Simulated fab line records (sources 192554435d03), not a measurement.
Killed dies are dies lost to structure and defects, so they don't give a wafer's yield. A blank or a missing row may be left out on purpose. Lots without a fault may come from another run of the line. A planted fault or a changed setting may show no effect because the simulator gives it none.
Matching of chambers    flow n5Finfet    uvCure-03 running N5_BEOL_M10_CURE_71: 3 sister chambers
The step cures SiCOH lowk, time 240 s. 6 wafers are shown with their chamber, then 9 later ones without.

## WAFERS, EACH WITH ITS CHAMBER
wafer   chamber  wafer_temp_C_max  lampPowerPct (%)
L074.3  0        386.9             52.36
L074.5  0        387.2             52.32
L091.4  1        386.3             52.41
L091.6  1        386.7             52.40
L089.4  2        386.4             52.34
L089.6  2        386.1             52.32

## WAFERS WHOSE CHAMBER IS MISSING
wafer   wafer_temp_C_max  lampPowerPct (%)
L089.2  386.0             52.35
L089.3  386.4             52.38
L089.5  386.1             52.28
L094.2  385.8             52.43
L094.3  386.0             52.29
L094.4  386.4             52.32
L096.1  386.0             52.18
L096.2  386.4             52.34
L096.6  386.0             52.34

## EACH ONE'S CHAMBER
wafer    from the rows above       in truth
L089.2   2                         2
L089.3   can't be placed: 1 or 2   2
L089.5   2                         2
L094.2   1                         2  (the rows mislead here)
L094.3   2                         2
L094.4   2                         2
L096.1   can't be placed: 2 or 0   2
L096.2   can't be placed: 2 or 0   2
L096.6   2                         2
5 of 9 placed correctly. From these rows, 3 cannot be placed; in 3 the true chamber is one of the candidates. 1 placed wrongly.
How it was worked out, from the rows above alone: a wafer's distance from a chamber is the root of the sum, over the readings, of the square of ((its reading less the chamber's mean) divided by the reading's scatter). If the next closest chamber is less than 2 further off than the closest, the wafer can't be placed; otherwise it belongs to the closest. Each chamber's mean is taken over the wafers shown for it. The scatter: the root of (the sum of the squares of (reading less its chamber's mean) over the shown wafers, divided by (wafers less chambers)).
